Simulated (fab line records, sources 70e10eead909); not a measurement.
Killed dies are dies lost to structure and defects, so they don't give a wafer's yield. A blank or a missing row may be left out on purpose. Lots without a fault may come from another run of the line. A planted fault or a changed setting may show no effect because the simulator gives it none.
Chamber matching | flow nand_harc | NHARC_P_BONDPAD_CMP_32 on cmp-02: 4 sister chambers
The step polishes SiCN, target thk 200 nm. 8 wafers are shown with their chamber, then 12 later ones without.

WAFERS WITH THEIR CHAMBER
wafer  | chamber | motor_current_A (A) | edge_zone_pressure_frac
L083.4 | 1       | 10.8                | 0.998
L087.2 | 2       | 10.8                | 1.010
L087.6 | 1       | 11.2                | 0.991
L088.5 | 0       | 12.3                | 0.997
L088.6 | 3       | 11.5                | 1.008
L089.2 | 0       | 13.2                | 1.000
L089.4 | 2       | 11.1                | 0.992
L089.5 | 3       | 11.3                | 1.004

WAFERS WITHOUT THEIR CHAMBER
wafer  | motor_current_A (A) | edge_zone_pressure_frac
L090.2 | 10.9                | 0.998
L090.5 | 12.7                | 0.994
L090.6 | 10.7                | 0.993
L091.1 | 11.2                | 1.002
L091.2 | 10.7                | 0.997
L091.3 | 12.5                | 0.999
L093.4 | 11.5                | 1.004
L093.5 | 11.1                | 1.005
L093.6 | 10.7                | 0.999
L096.1 | 11.4                | 0.988
L096.4 | 12.7                | 0.996
L096.6 | 10.6                | 0.997

WHICH CHAMBER EACH WENT THROUGH
wafer  | from the rows above          | in truth
L090.2 | can't be placed: 2 or 1 or 3 | 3
L090.5 | 0                            | 0
L090.6 | can't be placed: 1 or 2 or 3 | 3
L091.1 | can't be placed: 2 or 3 or 1 | 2
L091.2 | can't be placed: 2 or 1 or 3 | 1
L091.3 | 0                            | 0
L093.4 | can't be placed: 3 or 2 or 1 | 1
L093.5 | can't be placed: 2 or 3 or 1 | 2
L093.6 | can't be placed: 2 or 1 or 3 | 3
L096.1 | can't be placed: 1 or 2 or 3 | 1
L096.4 | 0                            | 0
L096.6 | can't be placed: 2 or 1 or 3 | 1
Placed correctly: 3 of 12. Can't be placed from these rows: 9 (the true chamber is among the candidates in 9). Placed wrongly: 0.
How it was worked out, from the rows above alone: a wafer's distance from a chamber is the root of the sum, over the readings, of the square of ((its reading less the chamber's mean) divided by the reading's scatter). The wafer belongs to the nearest chamber; if the next one is less than 2 further off, it can't be placed. A chamber's mean is the mean of its shown wafers. The scatter: the root of (the sum of the squares of (reading less its chamber's mean) over the shown wafers, divided by (wafers less chambers)).
